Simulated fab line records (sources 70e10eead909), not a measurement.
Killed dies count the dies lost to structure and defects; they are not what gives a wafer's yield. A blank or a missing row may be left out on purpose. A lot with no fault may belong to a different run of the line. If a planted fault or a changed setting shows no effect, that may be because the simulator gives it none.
A lot that was struck, set against a sound lot + flow nand-harc + 40 steps out of a route of 1302
Sound: the wafers L112.3, L112.4, L112.6. Struck: wafer L126.4 (left out: L126.1, L126.5 of the same lot, which were not struck); the cause appears at the end.
For every step that has rows: the tool of each side, followed by ch and its chambers, followed by its first start. Under that, the readings that differ: sound wafers + struck wafers + difference of the means + sigmas: that difference in standard deviations of wafers without a fault.
alike: a reading whose means differ by less than 2 such deviations, as well as words and numbers matching on both sides. not compared: withheld readings; readings where some wafer has no value; bounds like >300 that might hide an equal value; numbers whose values overlap and for which the record gives no deviation.
Wherever a step has rows on one side only, a row that says differs or no value, or a row with sigmas, the two part there. Numbers that have no deviation but don't overlap get no sigmas and don't part them. A reading missing from all wafers of one side parts the sides only when that side holds two or more wafers.

first, 3 steps without rows for these wafers: NHARC_A_BONDPAD_HARDBAKE_10 (time 65 s); NHARC_A_BONDPAD_DESCUM_11 (chemistry O2, time 3 s); NHARC_A_BONDPAD_ETCH_34 (etches the open film in N2/H2, target depth 60 nm, overetch 18 nm, time 65.91 s).
NHARC_A_BONDPAD_ETCH_12: etches the open film in CHF3/O2, target depth 220 nm, time 110 s.
  sound: rie-diel-06 ch 0,1,2; struck: rie-diel-05 ch 1
| reading               | sound             | struck | difference | sigmas |
|-----------------------|-------------------|--------|------------|--------|
| oes-product-au (a.u.) | 0.915 0.910 0.921 | 0.966  | +0.051     | +2     |
  alike: chamber-pressure-mTorr, drypump-motor-current-A, rf-vpp-V, showerhead-plenum-p-Torr, throttle-valve-pct
  not compared: rf-hours-counter-h
NHARC_A_BONDPAD_CD_MEAS_13:
  sound on cd-sem-01 at day 24 12:08; struck on cd-sem-01 at day 30 00:53
  alike: cd-nm
NHARC_A_BONDPAD_STRIP_15: strips in O2.
  sound on rie-diel-05 ch 0,2,3, day 24 12:12; struck on rie-diel-05 ch 3, day 30 00:59
| reading                | sound                | struck | difference | sigmas |
|------------------------|----------------------|--------|------------|--------|
| throttle-valve-pct (%) | 17.050 17.042 17.040 | 17.024 | -0.020     | -2     |
  alike: chamber-pressure-mTorr, drypump-motor-current-A, oes-product-au, rf-vpp-V, showerhead-plenum-p-Torr
  not compared: rf-hours-counter-h
NHARC_A_BONDPAD_ETCH_24: etches the open film in CF4/N2, target depth 30 nm, time 72.99 s.
  sound: rie-diel-05 ch 2,3; struck: rie-diel-05 ch 1
| reading               | sound             | struck | difference | sigmas |
|-----------------------|-------------------|--------|------------|--------|
| n2-flow-sccm (sccm)   | 100.3 99.9 100.7  | 99.5   | -0.8       | -3     |
| oes-product-au (a.u.) | 0.982 1.004 0.987 | 1.016  | +0.025     | +2     |
  alike: chamber-pressure-mTorr, drypump-motor-current-A, rf-vpp-V, showerhead-plenum-p-Torr, throttle-valve-pct
  not compared: rf-hours-counter-h
then, 5 steps without rows for these wafers: NHARC_A_BONDPAD_STRIP_16 (strips in post etch residue remover, time 600 s); NHARC_A_BONDPAD_DEGAS_25 (time 60 s); NHARC_A_BONDPAD_PRE_CLEAN_26 (time 30 s); NHARC_A_BONDPAD_PVD_17 (deposits TaN, target thk 5 nm, time 8.06 s); NHARC_A_BONDPAD_PVD_27 (deposits Cu, target thk 30 nm, time 20.49 s).
NHARC_A_BONDPAD_ECD_18: material Cu, target thk 400 nm.
  sound on ecd-cu-01 ch 0,1, day 24 13:13; struck on ecd-cu-02 ch 0,1, day 30 01:55
NHARC_A_BONDPAD_ANNEAL_28: time 90 s.
  sound on rtp-anneal-02 ch 0, day 24 13:37; struck on rtp-anneal-01 ch 0, day 30 02:15
  alike: wafer_temp_C_max
then, 2 steps without rows for these wafers: NHARC_A_BONDPAD_CMP_19 (polishes, t overpolish 30 s, cu recess touch 16 s, target thk 169.82 nm); NHARC_A_BONDPAD_SRD_21 (time 30 s, dry time 20 s).
NHARC_A_BONDPAD_INSPECT_23:
  sound on defect-inspect-01 at day 24 14:24; struck on defect-inspect-01 at day 30 03:07
  alike: raw-defect-count
then, 5 steps without rows for these wafers: NHARC_HYBRID_BOND_ACTIVATE_00 (chemistry N2, time 60 s); NHARC_HYBRID_BOND_PRECLEAN_01 (cleans in DIW, time 300 s); NHARC_HYBRID_BOND_SRD_02 (time 30 s, dry time 20 s); NHARC_HYBRID_BOND_BOND_03; NHARC_HYBRID_BOND_ANNEAL_04 (time 7200 s).
NHARC_HYBRID_BOND_OVL_MEAS_05:
  rows exist in the record for the sound wafers here (overlay-01, day 25 03:18), none for the struck ones
NHARC_HYBRID_BOND_INSPECT_06: inspects for defects (ir void).
  rows exist in the record for the sound wafers here (defect-inspect-02, day 25 03:22), none for the struck ones
then, 2 steps without rows for these wafers: NHARC_THIN_TSV_GRIND_00; NHARC_THIN_TSV_CMP_01 (polishes).
NHARC_THIN_TSV_THK_MEAS_02: measures by ir.
  rows exist in the record for the sound wafers here (film-metro-01, day 26 05:35), none for the struck ones
then, 3 steps without rows for these wafers: NHARC_THIN_TSV_SRD_03; NHARC_THIN_TSV_PRECLEAN_41 (cleans in SC1); NHARC_THIN_TSV_SRD_42.
NHARC_THIN_TSV_DEP_43: deposits SiO2, target thk 1328.5 nm.
  the record has rows for the sound wafers here (pecvd-04 ch 0,1,2, day 26 05:52) and none for the struck ones
then, 8 steps without rows for these wafers: NHARC_THIN_TSV_DEHYDRATE_04 (time 120 s); NHARC_THIN_TSV_HMDS_05 (time 30 s); NHARC_THIN_TSV_COAT_06; NHARC_THIN_TSV_SOFTBAKE_07 (time 95 s); NHARC_THIN_TSV_EBR_08; NHARC_THIN_TSV_EXPOSE_09 (exposes mask TSV); NHARC_THIN_TSV_PEB_10 (peb time 85 s); NHARC_THIN_TSV_DEVELOP_11 (time 70 s).
NHARC_END_SORT_01:
  here the record holds rows for the struck wafers (prober-01 ch 0, day 31 13:47) but none for the sound ones

## WHERE THEY PART
First at NHARC_A_BONDPAD_ETCH_12; last, within this record, at NHARC_END_SORT_01.

WHY: whatever the simulator had introduced
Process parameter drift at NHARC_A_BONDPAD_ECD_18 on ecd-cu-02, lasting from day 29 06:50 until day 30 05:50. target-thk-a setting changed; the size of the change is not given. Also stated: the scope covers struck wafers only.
